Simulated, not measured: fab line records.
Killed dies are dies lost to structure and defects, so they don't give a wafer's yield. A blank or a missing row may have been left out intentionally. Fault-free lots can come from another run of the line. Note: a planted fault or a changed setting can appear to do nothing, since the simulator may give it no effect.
Which tool was responsible? ; flow nand_harc ; 12 lots, 36 wafers sampled, at 5 steps of a route of 1302

== WHAT THE GAUGES READ, wafer by wafer ==
NHARC_A_SGD_CUT_OVL_MEAS_10.
lot;measured;on;overlay_x_nm (nm);overlay_y_nm (nm)
L868;day 19 08:37;overlay-01;-1.2 -1.0 -1.1;0.0 0.5 0.1
L867;day 19 15:34;overlay-01;0.3 -0.3 0.7;0.4 0.2 0.6
L869;day 19 16:35;overlay-02;0.1 0.3 0.3;0.2 1.3 0.5
L870;day 20 15:46;overlay-02;1.4 1.6 1.2;-0.3 -0.3 -0.2
L872;day 21 10:16;overlay-02;1.5 1.7 1.4;-0.3 -0.9 0.0
L880;day 24 11:13;overlay-01;0.6 -0.3 0.2;0.1 -0.1 -0.4
L882;day 24 23:11;overlay-01;1.1 0.7 1.3;-0.3 -0.2 -0.2
L881;day 24 23:34;overlay-01;0.6 0.7 -0.1;0.0 0.2 0.0
L883;day 26 13:30;overlay-01;-1.0 -0.7 -0.9;-0.9 -0.6 -0.8
L888;day 28 10:07;overlay-01;0.4 0.6 0.7;1.2 1.3 1.0
L889;day 28 10:27;overlay-01;0.8 0.5 1.4;0.3 0.1 0.4
L890;day 28 22:01;overlay-02;1.1 1.7 1.2;0.1 -0.1 0.1

NHARC_END_SORT_01.
lot;measured;on;killed_at_array;killed_at_other;killed_at_periphery;killed_dies;killed_open;killed_short
L880;day 29 17:32;prober-01;59 72 72;0 0 0;2 13 9;61 85 81;1 2 3;2 6 3

== WHAT TOOL EACH LOT RAN ON (gives the tool, then ch and the chambers of the sampled wafers, and finally the start) ==
lot;NHARC_A_SGD_CUT_ETCH_16;NHARC_A_SGD_CUT_ETCHBACK_24;NHARC_A_SLIT_DEP_25
L868;rie_diel-08 ch 0,1,3, day 19 15:05 or earlier;rie_diel-01 ch 1,3, day 19 15:05;pecvd-03 ch 0,1,2, day 19 15:26
L867;rie_diel-08 ch 0,1,2, day 19 22:02 or earlier;rie_diel-08 ch 0,2, day 19 22:02;pecvd-02 ch 1,2, day 19 22:23
L869;rie_diel-11 ch 2,3, day 19 22:04 or earlier;rie_diel-11 ch 0,1,2, day 19 22:04;pecvd-03 ch 0,1,2, day 19 22:28
L870;rie_diel-01 ch 0,1, day 20 22:31 or earlier;rie_diel-01 ch 0,1,3, day 20 22:31;pecvd-04 ch 1,2, day 20 22:53
L872;rie_diel-08 ch 0,3, day 21 19:19 or earlier;rie_diel-11 ch 0,1, day 21 19:19;pecvd-02 ch 0,2, day 21 19:38
L880;rie_diel-08 ch 2,3, day 24 18:36 or earlier;rie_diel-01 ch 1,2, day 24 18:36;pecvd-02 ch 1,2, day 24 18:58
L882;rie_diel-11 ch 1,2,3, day 25 05:31 or earlier;rie_diel-11 ch 1,2,3, day 25 05:31;pecvd-03 ch 0,2, day 25 05:54
L881;rie_diel-01 ch 0,1,3, day 25 05:31 or earlier;rie_diel-08 ch 0,1,2, day 25 05:31;pecvd-02 ch 1, day 25 05:50
L883;rie_diel-08 ch 0,3, day 26 22:17 or earlier;rie_diel-01 ch 0,2, day 26 22:17;pecvd-03 ch 0,2, day 26 22:38
L888;rie_diel-01 ch 0,1,3, day 28 16:34 or earlier;rie_diel-11 ch 0,2,3, day 28 16:34;pecvd-04 ch 0,1, day 28 16:58
L889;rie_diel-11 ch 0,1,3, day 28 16:41 or earlier;rie_diel-08 ch 1,2,3, day 28 16:41;pecvd-02 ch 0,2, day 28 17:00
L890;rie_diel-11 ch 0,1,3, day 29 03:57 or earlier;rie_diel-01 ch 0,1,3, day 29 03:57;pecvd-02 ch 0,1,2, day 29 04:28
- NHARC_A_SGD_CUT_ETCH_16: etches the open film in C4F8/O2/Ar, target depth 310.5 nm, time 155.2 s.
- NHARC_A_SGD_CUT_ETCHBACK_24: etches the open film in CH3F/O2, target depth 50 nm, time 92.857 s.
- NHARC_A_SLIT_DEP_25: deposits SiO2, target thk 200 nm.

== WHAT THE TOOLS THEMSELVES READ (means of the sampled wafers that have a number; where no wafer has one, the mark that the record gives instead) ==
NHARC_A_SGD_CUT_ETCH_16.
lot;tool;oes_product_au (a.u.);rf_vpp_V (V)
L868;rie_diel-08;0.981;720
L867;rie_diel-08;0.985;723
L869;rie_diel-11;0.996;728
L870;rie_diel-01;0.972;724
L872;rie_diel-08;1.000;721
L880;rie_diel-08;0.960;727
L882;rie_diel-11;0.993;725
L881;rie_diel-01;0.977;726
L883;rie_diel-08;0.979;721
L888;rie_diel-01;0.974;725
L889;rie_diel-11;0.987;721
L890;rie_diel-11;0.956;722

NHARC_A_SGD_CUT_ETCHBACK_24.
lot;tool;drypump_motor_current_A (A);oes_product_au (a.u.);rf_vpp_V (V);showerhead_plenum_p_Torr (Torr);throttle_valve_pct (%)
L868;rie_diel-01;5.8;0.98;246.5;2.58;20.672
L867;rie_diel-08;5.7;0.94;245.3;2.56;20.669
L869;rie_diel-11;5.6;0.93;244.1;2.48;20.667
L870;rie_diel-01;5.8;0.93;245.5;2.52;20.665
L872;rie_diel-11;5.7;1.00;243.7;2.41;20.671
L880;rie_diel-01;5.5;0.99;244.6;2.46;20.658
L882;rie_diel-11;5.9;0.94;244.1;2.51;20.662
L881;rie_diel-08;5.7;0.96;244.9;2.47;20.667
L883;rie_diel-01;5.7;0.94;244.0;2.44;20.664
L888;rie_diel-11;5.7;1.01;244.6;2.49;20.655
L889;rie_diel-08;5.7;1.00;244.5;2.45;20.658
L890;rie_diel-01;5.8;1.00;244.6;2.51;20.665

NHARC_A_SLIT_DEP_25.
lot;tool;heater_power_outer_w (W);heater_power_w (W);rf_fwd_power_W (W);throttle_valve_pct (%)
L868;pecvd-03;345;591;898.9;16.2
L867;pecvd-02;257;501;896.8;14.6
L869;pecvd-03;346;604;898.8;16.2
L870;pecvd-04;343;565;896.3;16.0
L872;pecvd-02;252;474;899.8;14.8
L880;pecvd-02;257;505;1041.8;15.0
L882;pecvd-03;318;579;895.5;16.2
L881;pecvd-02;419;734;1041.4;15.4
L883;pecvd-03;275;519;899.1;16.1
L888;pecvd-04;241;458;896.3;15.5
L889;pecvd-02;282;513;897.0;15.1
L890;pecvd-02;333;602;897.7;15.0

== THE ANSWER, worked out from the rows above alone ==
Rule: what is usual is taken from the lots themselves. Put in order of their means at a reading, lots are off if they are a third of the lots or fewer, leave a main group of 4 or more, and stand apart from it by a gap of 3 or more times the standard deviation of the main group's means; of several such gaps the widest counts. If all means in a main group match to the digits the tables above print for the reading, that group is not used. A lot without any number at a reading at which 4 lots or more have one is off too. Where the step has rows for the other lots, those lots are counted as sound. The gauges are gone through in route order, then the tools' own readings, and for those a lot's mean is taken as printed above. The first step at which some lot is off is used, and at that step the reading that is off furthest; a lot without a number counts as furthest.
Off: L880, L881 (NHARC_A_SLIT_DEP_25, rf_fwd_power_W). Mean 897.6 W and standard deviation 1.4 in the main group.
If a tool, at that step or one of the process steps before it, ran each lot that is off and ran no sound lot following the first of them, it fits. Because NHARC_A_SGD_CUT_ETCH_16 lacks a start for some lots, the hours and order of its lots are taken from NHARC_A_SGD_CUT_ETCHBACK_24. No candidate that was tried fits.

== WHAT THE SIMULATOR PUT IN ==
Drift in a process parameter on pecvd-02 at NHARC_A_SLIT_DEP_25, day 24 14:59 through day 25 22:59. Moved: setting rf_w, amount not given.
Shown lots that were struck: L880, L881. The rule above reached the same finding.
